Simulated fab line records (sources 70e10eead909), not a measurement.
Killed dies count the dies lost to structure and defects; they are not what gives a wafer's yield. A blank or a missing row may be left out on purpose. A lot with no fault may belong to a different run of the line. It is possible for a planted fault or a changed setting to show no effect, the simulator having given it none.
Chamber matching ; flow nandHarc ; NHARC_P_M0_STRIP_18 on rieDiel-03 has 4 sister chambers
The step strips in N2/H2. 20 wafers are shown with their chamber, then 10 later ones without.

== EACH WAFER AND ITS CHAMBER ==
wafer;chamber;drypumpMotorCurrentA (A);oesProductAu (a.u.);rfVppV (V)
L075.1;3;5.0;0.999;89.8
L075.2;2;6.8;0.983;90.7
L075.5;2;6.8;0.984;90.1
L074.1;1;6.2;1.003;89.2
L074.5;2;6.8;0.988;90.5
L074.6;3;5.0;1.005;90.7
L078.1;2;6.8;0.976;89.8
L078.3;0;4.7;1.002;92.1
L078.6;3;5.1;1.008;91.4
L080.4;1;6.2;1.009;90.4
L080.5;2;6.8;0.985;91.9
L080.6;3;5.0;1.004;89.4
L086.1;0;4.7;1.000;91.3
L086.3;1;6.2;0.996;91.1
L086.5;2;6.8;0.992;91.5
L087.1;1;6.2;0.999;90.3
L087.2;3;5.0;1.011;89.5
L087.6;3;5.0;1.007;89.8
L090.1;2;6.8;0.992;90.8
L090.2;1;6.2;1.007;88.6

SIGNATURES, as means of the wafers listed above
reading;chamber 0;chamber 1;chamber 2;chamber 3;scatter within a chamber
drypumpMotorCurrentA;4.700;6.200;6.800;5.017;0.0228
oesProductAu;1.00100;1.00280;0.98571;1.00567;0.00495
rfVppV;91.700;89.920;90.757;90.100;0.818
Rule: a wafer lies at a distance from a chamber equal to the root of the sum of squares, over the readings, of (its reading less the chamber's mean, divided by the reading's scatter). The wafer belongs to the nearest chamber; if the next one is less than 2 further off, it can't be placed. The scatter: the root of (the sum of the squares of (reading less its chamber's mean) over the shown wafers, divided by (wafers less chambers)).

== WAFERS WHOSE CHAMBER IS MISSING ==
wafer;drypumpMotorCurrentA (A);oesProductAu (a.u.);rfVppV (V)
L090.6;6.2;1.002;89.4
L093.1;5.1;0.995;89.3
L093.2;4.7;1.008;90.8
L093.6;5.0;1.003;91.1
L097.1;4.7;1.010;91.8
L097.2;5.1;1.004;90.4
L097.6;4.7;1.002;91.7
L096.1;6.2;1.005;91.2
L096.4;4.7;0.999;92.5
L096.5;6.8;1.002;92.8

== EACH ONE'S CHAMBER ==
wafer;from the rows above;in truth
L090.6;1;1
L093.1;3;3
L093.2;0;0
L093.6;3;3
L097.1;0;0
L097.2;3;3
L097.6;0;0
L096.1;1;1
L096.4;0;0
L096.5;2;2
Correct placement for 10 of the 10. Not placeable from these rows: 0. 0 placed wrongly.
